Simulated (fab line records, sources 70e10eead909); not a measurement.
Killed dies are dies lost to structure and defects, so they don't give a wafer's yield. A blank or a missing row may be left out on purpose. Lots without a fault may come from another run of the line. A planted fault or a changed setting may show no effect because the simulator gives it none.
fab line records | flow nand_harc
record lots=6 wafers=18 last_day=24
route steps=1159 shown A_ONON_D1@428 END@1159
lots that met no fault: from a run of the same line without faults
start_h: hours from the record's first day to the start of the lot's first wafer shown | wait_h: hours since the lot's step before | " the same as in the row above | L1.1+2: a row that stands for several wafers | - no value, or no start given | * or withheld: withheld | < > ~ a bound
route shown NAME@n: a module of which the file shows steps, and the number in the route of the first | usual: mean/standard deviation of fault-free wafers | same: alike in all rows | chamber/n: place in a boat | sites: the reading at each site | _std_site: their standard deviation | _edge_site: outer sites' mean less inner sites' | radius_mm: how far each site lies from the wafer's centre | mask NAME#n: copy n | behind: the tool/chamber that last shaped the wafer | hold: why the lot was held/for how many hours/how that ended | device: the transistor (n, p or np) that didn't switch | end of line: the same wafers' tests at the end of the route | a step without rows: its recipe alone | killed: dies lost to structure and defects at the first sort, not the wafer's yield | map: a wafer's dies, x killed, . not, _ none there
set.NAME: the setting as run; set.NAME@STEP: as run at that earlier step | model.NAME: the simulator's own value behind a step, which no gauge read
lots at some steps of the route; a table a step, a row a wafer
services: from which hour (start_h, from the record's first day; less than 0 if before it) a tool's chamber was out of use, for how many hours, and why
## steps
# step NHARC_A_ONON_D1_DEP_06
# recipe target_thk_a=10000 n2_flow_sccm=2750 n2o_flow_sccm=2000 nh3_flow_sccm=500 sih4_flow_sccm=210 temp_c=400
# step NHARC_A_ONON_D1_THK_MEAS_08
# recipe thk_meas_gauge=ellipsometry
# usual thk_nm=998/10
# columns lot.wafer tool chamber start_h wait_h thk_nm
L413.1 film_metro-01 - 165.51 - 995
L413.3 " - " " 993
L413.5 " - " " 993
L418.1 film_metro-02 - 185.88 - 997
L418.2 " - " " 997
L418.6 " - " " 998
L422.4 film_metro-01 - 215.35 - 999
L422.5 " - " " 998
L422.6 " - " " 999
L424.1 film_metro-01 - 222.77 - 1021
L424.5 " - " " 1021
L424.6 " - " " 1022
L430.1 film_metro-02 - 263.32 - 986
L430.4 " - " " 988
L430.5 " - " " 987
L436.1 film_metro-02 - 305.43 - 992
L436.3 " - " " 993
L436.4 " - " " 995
# step NHARC_A_ONON_D1_DEP_09
# recipe target_thk_a=10000 n2_flow_sccm=2750 n2o_flow_sccm=2000 nh3_flow_sccm=500 sih4_flow_sccm=210 temp_c=400
# step NHARC_A_ONON_D1_THK_MEAS_11
# recipe thk_meas_gauge=ellipsometry
# usual thk_nm=999/9.5
# columns lot.wafer tool chamber start_h wait_h thk_nm
L413.1 film_metro-02 - 166.07 - 998
L413.3 " - " " 997
L413.5 " - " " 997
L418.1 film_metro-01 - 186.44 - 995
L418.2 " - " " 994
L418.6 " - " " 995
L422.4 film_metro-01 - 215.92 - 1013
L422.5 " - " " 1012
L422.6 " - " " 1011
L424.1 film_metro-02 - 223.34 - 1000
L424.5 " - " " 1001
L424.6 " - " " 1001
L430.1 film_metro-01 - 263.90 - 1001
L430.4 " - " " 1001
L430.5 " - " " 1003
L436.1 film_metro-02 - 305.99 - 1017
L436.3 " - " " 1016
L436.4 " - " " 1016
# step NHARC_A_ONON_D1_DEP_12
# recipe target_thk_a=10000 n2_flow_sccm=2750 n2o_flow_sccm=2000 nh3_flow_sccm=500 sih4_flow_sccm=210 temp_c=400
# step NHARC_A_ONON_D1_THK_MEAS_14
# recipe thk_meas_gauge=ellipsometry
# usual thk_nm=1000/9.6
# columns lot.wafer tool chamber start_h wait_h thk_nm
L413.1 film_metro-01 - 166.65 - 992
L413.3 " - " " 991
L413.5 " - " " 992
L418.1 film_metro-02 - 187.00 - 995
L418.2 " - " " 994
L418.6 " - " " 993
L422.4 film_metro-02 - 216.48 - 1000
L422.5 " - " " 998
L422.6 " - " " 999
L424.1 film_metro-02 - 223.91 - 1004
L424.5 " - " " 1006
L424.6 " - " " 1006
L430.1 film_metro-02 - 264.46 - 1006
L430.4 " - " " 1006
L430.5 " - " " 1006
L436.1 film_metro-02 - 306.55 - 995
L436.3 " - " " 996
L436.4 " - " " 995
# step NHARC_A_ONON_D1_ANNEAL_15
# recipe temp_c=750 time_s=3600
# step NHARC_A_ONON_D1_DEP_16
# recipe target_thk_a=10000 n2_flow_sccm=2750 n2o_flow_sccm=2000 nh3_flow_sccm=500 sih4_flow_sccm=210 temp_c=400
# step NHARC_A_ONON_D1_THK_MEAS_18
# recipe thk_meas_gauge=ellipsometry
# usual thk_nm=997/9.4
# columns lot.wafer tool chamber start_h wait_h thk_nm
L413.1 film_metro-02 - 176.99 - 1008
L413.3 " - " " 1009
L413.5 " - " " 1007
L418.1 film_metro-02 - 194.17 - 1010
L418.2 " - " " 1012
L418.6 " - " " 1011
L422.4 film_metro-01 - 226.95 - 985
L422.5 " - " " 985
L422.6 " - " " 987
L424.1 film_metro-02 - 231.02 - 991
L424.5 " - " " 989
L424.6 " - " " 989
L430.1 film_metro-01 - 271.55 - 1000
L430.4 " - " " 998
L430.5 " - " " 1001
L436.1 film_metro-02 - 313.76 - 1006
L436.3 " - " " 1006
L436.4 " - " " 1007
# step NHARC_A_ONON_D1_DEP_19
# recipe target_thk_a=10000 n2_flow_sccm=2750 n2o_flow_sccm=2000 nh3_flow_sccm=500 sih4_flow_sccm=210 temp_c=400
# step NHARC_A_ONON_D1_THK_MEAS_21
# recipe thk_meas_gauge=ellipsometry
# usual thk_nm=999/8.3
# columns lot.wafer tool chamber start_h wait_h thk_nm
L413.1 film_metro-02 - 177.56 - 1005
L413.3 " - " " 1006
L413.5 " - " " 1006
L418.1 film_metro-02 - 194.73 - 1011
L418.2 " - " " 1010
L418.6 " - " " 1011
L422.4 film_metro-01 - 227.52 - 989
L422.5 " - " " 987
L422.6 " - " " 987
L424.1 film_metro-01 - 231.59 - 1000
L424.5 " - " " 999
L424.6 " - " " 1000
L430.1 film_metro-01 - 272.12 - 1005
L430.4 " - " " 1007
L430.5 " - " " 1006
L436.1 film_metro-02 - 314.34 - 994
L436.3 " - " " 996
L436.4 " - " " 994
# step NHARC_A_ONON_D1_DEP_22
# recipe target_thk_a=10000 n2_flow_sccm=2750 n2o_flow_sccm=2000 nh3_flow_sccm=500 sih4_flow_sccm=210 temp_c=400
# columns lot.wafer tool chamber start_h wait_h
L413.1+3+5 pecvd_onon-02 0 177.62 0.1
L418.1+2+6 pecvd_onon-02 0 194.79 0.1
L422.4+5+6 pecvd_onon-02 0 227.75 0.2
L424.1+5+6 pecvd_onon-02 0 231.64 0.1
L430.1+4+5 pecvd_onon-03 0 272.21 0.1
L436.1+3+4 pecvd_onon-02 0 314.39 0.1
# step NHARC_A_ONON_D1_THK_MEAS_24
# recipe thk_meas_gauge=ellipsometry
# usual thk_nm=1002/9.4
# columns lot.wafer tool chamber start_h wait_h thk_nm
L413.1 film_metro-02 - 178.13 - 1016
L413.3 " - " " 1015
L413.5 " - " " 1016
L418.1 film_metro-01 - 195.30 - 1005
L418.2 " - " " 1006
L418.6 " - " " 1005
L422.4 film_metro-02 - 228.08 - 703
L422.5 " - " " 702
L422.6 " - " " 702
L424.1 film_metro-02 - 232.16 - 702
L424.5 " - " " 701
L424.6 " - " " 701
L430.1 film_metro-02 - 272.73 - 996
L430.4 " - " " 996
L430.5 " - " " 996
L436.1 film_metro-02 - 314.91 - 994
L436.3 " - " " 995
L436.4 " - " " 997
# step NHARC_A_ONON_D1_DEP_25
# recipe target_thk_a=10000 n2_flow_sccm=2750 n2o_flow_sccm=2000 nh3_flow_sccm=500 sih4_flow_sccm=210 temp_c=400
# step NHARC_END_SORT_01
# recipe temp_c=25
# usual killed_at_array=21/8.9 killed_at_other=0.8/1.3 killed_at_periphery=3.6/2.4 killed_dies=26/8.9 killed_open=3.1/1.8 killed_short=1.9/1.3
# same gross_dies=677
# columns lot.wafer tool chamber start_h wait_h killed_at_array killed_at_other killed_at_periphery killed_dies killed_open killed_short
L424.1 prober-02 0 493.81 2.5 672 0 5 677 6 3
L424.5 prober-02 0 496.96 3.7 670 0 7 677 2 1
L424.6 prober-02 0 497.75 3.9 670 0 7 677 2 2
L422.4 prober-01 0 496.20 3.4 672 3 2 677 0 0
L422.5 prober-01 0 497.01 3.7 670 3 4 677 6 2
L422.6 prober-01 0 497.82 4.0 676 1 0 677 0 1
# killed by level:class
L424.1 A_ONON_D1:area_dep=657 A_CONTACT:chamber_film_flake=5 A_M0:geometric_particle:open=2 A_CHANNEL_HOLE_D1:chamber_film_flake=2 P_M0:geometric_particle:open=1 P_M1:geometric_particle:short=1 P_M1:geometric_particle:open=1 A_ONON_D1:geometric_particle:open=1
L422.4 A_ONON_D1:area_dep=639 A_CHANNEL_HOLE_D1:chamber_film_flake=17 A_SLIT:chamber_film_flake=12 THIN_TSV:chamber_film_flake=3 P_M1:chamber_film_flake=2 A_WL_FILL:chamber_film_flake=2 A_CONTACT:chamber_film_flake=2
L424.5 A_ONON_D1:area_dep=663 P_M1:chamber_film_flake=3 A_CONTACT:chamber_film_flake=3 P_M1:geometric_particle:open=2 P_ZERO_WELL:chamber_film_flake=2 A_CHANNEL_HOLE_D1:chamber_film_flake=2 A_CHANNEL_HOLE_D1:geometric_particle:short=1 A_STAIRCASE:chamber_film_flake=1
L422.5 A_ONON_D1:area_dep=636 A_CHANNEL_HOLE_D1:chamber_film_flake=18 A_SLIT:chamber_film_flake=8 THIN_TSV:chamber_film_flake=3 A_WL_FILL:chamber_film_flake=2 P_CONTACT:geometric_particle:open=1 P_M0:geometric_particle:open=1 P_M1:geometric_particle:open=1
L424.6 A_ONON_D1:area_dep=659 P_M1:chamber_film_flake=3 P_ZERO_WELL:chamber_film_flake=2 A_CHANNEL_HOLE_D1:chamber_film_flake=2 A_WL_FILL:chamber_film_flake=2 A_CONTACT:chamber_film_flake=2 P_M2:geometric_particle:open=1 A_CHANNEL_HOLE_D1:geometric_particle:short=1
L422.6 A_ONON_D1:area_dep=641 A_CHANNEL_HOLE_D1:chamber_film_flake=19 A_SLIT:chamber_film_flake=10 A_CONTACT:chamber_film_flake=3 A_WL_FILL:chamber_film_flake=2 A_CHANNEL_FILL_D1:geometric_particle:short=1 THIN_TSV:chamber_film_flake=1
# map L422.4 (x killed, . not)
____________x____________
_________xxxxxxx_________
_______xxxxxxxxxxx_______
______xxxxxxxxxxxxx______
_____xxxxxxxxxxxxxxx_____
____xxxxxxxxxxxxxxxxx____
____xxxxxxxxxxxxxxxxx____
___xxxxxxxxxxxxxxxxxxx___
___xxxxxxxxxxxxxxxxxxx___
__xxxxxxxxxxxxxxxxxxxxx__
__xxxxxxxxxxxxxxxxxxxxx__
_xxxxxxxxxxxxxxxxxxxxxxx_
_xxxxxxxxxxxxxxxxxxxxxxx_
_xxxxxxxxxxxxxxxxxxxxxxx_
_xxxxxxxxxxxxxxxxxxxxxxx_
_xxxxxxxxxxxxxxxxxxxxxxx_
xxxxxxxxxxxxxxxxxxxxxxxxx
xxxxxxxxxxxxxxxxxxxxxxxxx
xxxxxxxxxxxxxxxxxxxxxxxxx
xxxxxxxxxxxxxxxxxxxxxxxxx
xxxxxxxxxxxxxxxxxxxxxxxxx
_xxxxxxxxxxxxxxxxxxxxxxx_
_xxxxxxxxxxxxxxxxxxxxxxx_
_xxxxxxxxxxxxxxxxxxxxxxx_
_xxxxxxxxxxxxxxxxxxxxxxx_
_xxxxxxxxxxxxxxxxxxxxxxx_
__xxxxxxxxxxxxxxxxxxxxx__
__xxxxxxxxxxxxxxxxxxxxx__
___xxxxxxxxxxxxxxxxxxx___
___xxxxxxxxxxxxxxxxxxx___
____xxxxxxxxxxxxxxxxx____
____xxxxxxxxxxxxxxxxx____
_____xxxxxxxxxxxxxxx_____
______xxxxxxxxxxxxx______
_______xxxxxxxxxxx_______
_________xxxxxxx_________
____________x____________
# map L424.1 (x killed, . not)
____________x____________
_________xxxxxxx_________
_______xxxxxxxxxxx_______
______xxxxxxxxxxxxx______
_____xxxxxxxxxxxxxxx_____
____xxxxxxxxxxxxxxxxx____
____xxxxxxxxxxxxxxxxx____
___xxxxxxxxxxxxxxxxxxx___
___xxxxxxxxxxxxxxxxxxx___
__xxxxxxxxxxxxxxxxxxxxx__
__xxxxxxxxxxxxxxxxxxxxx__
_xxxxxxxxxxxxxxxxxxxxxxx_
_xxxxxxxxxxxxxxxxxxxxxxx_
_xxxxxxxxxxxxxxxxxxxxxxx_
_xxxxxxxxxxxxxxxxxxxxxxx_
_xxxxxxxxxxxxxxxxxxxxxxx_
xxxxxxxxxxxxxxxxxxxxxxxxx
xxxxxxxxxxxxxxxxxxxxxxxxx
xxxxxxxxxxxxxxxxxxxxxxxxx
xxxxxxxxxxxxxxxxxxxxxxxxx
xxxxxxxxxxxxxxxxxxxxxxxxx
_xxxxxxxxxxxxxxxxxxxxxxx_
_xxxxxxxxxxxxxxxxxxxxxxx_
_xxxxxxxxxxxxxxxxxxxxxxx_
_xxxxxxxxxxxxxxxxxxxxxxx_
_xxxxxxxxxxxxxxxxxxxxxxx_
__xxxxxxxxxxxxxxxxxxxxx__
__xxxxxxxxxxxxxxxxxxxxx__
___xxxxxxxxxxxxxxxxxxx___
___xxxxxxxxxxxxxxxxxxx___
____xxxxxxxxxxxxxxxxx____
____xxxxxxxxxxxxxxxxx____
_____xxxxxxxxxxxxxxx_____
______xxxxxxxxxxxxx______
_______xxxxxxxxxxx_______
_________xxxxxxx_________
____________x____________
## services
# columns tool chamber start_h hours kind
pecvd_onon-02 - 292.00 13.0 pm
## key
first_sign step=NHARC_A_ONON_D1_THK_MEAS_24 reading=thk_nm direction=down sigmas=32 usual=1002 struck=702
effect step=NHARC_END_SORT_01 reading=killed_at_array direction=up sigmas=73 usual=21 struck=672
more_kills_born_at NHARC_A_ONON_D1_DEP_22@pecvd_onon-02=3895
met_at NHARC_A_ONON_D1_DEP_22
struck_wafers L422.4,L422.5,L422.6,L424.1,L424.5,L424.6
later_rows_left_out L422.4,L422.5,L422.6,L424.1,L424.5,L424.6
tester_left_out L422,L424
onset_between 194.79 227.75
fault kind=process_parameter_drift tool=pecvd_onon-02 chamber=0 onset_h=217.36 steps=NHARC_A_ONON_D1_DEP_22 channel=target_thk_a offset=* shape=step end_h=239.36 acts_in=* stated=*
# tester_left_out: of these lots the tester's yield and bins aren't shown, on N5 and GAA mostly nor the transistor test; their killed dies are dies lost to structure and defects alone, not to doping, threshold or leakage, so they don't give the yield
# later_rows_left_out: the simulator's readings of these wafers behind a module that went badly wrong aren't trusted and aren't shown, but for the sort
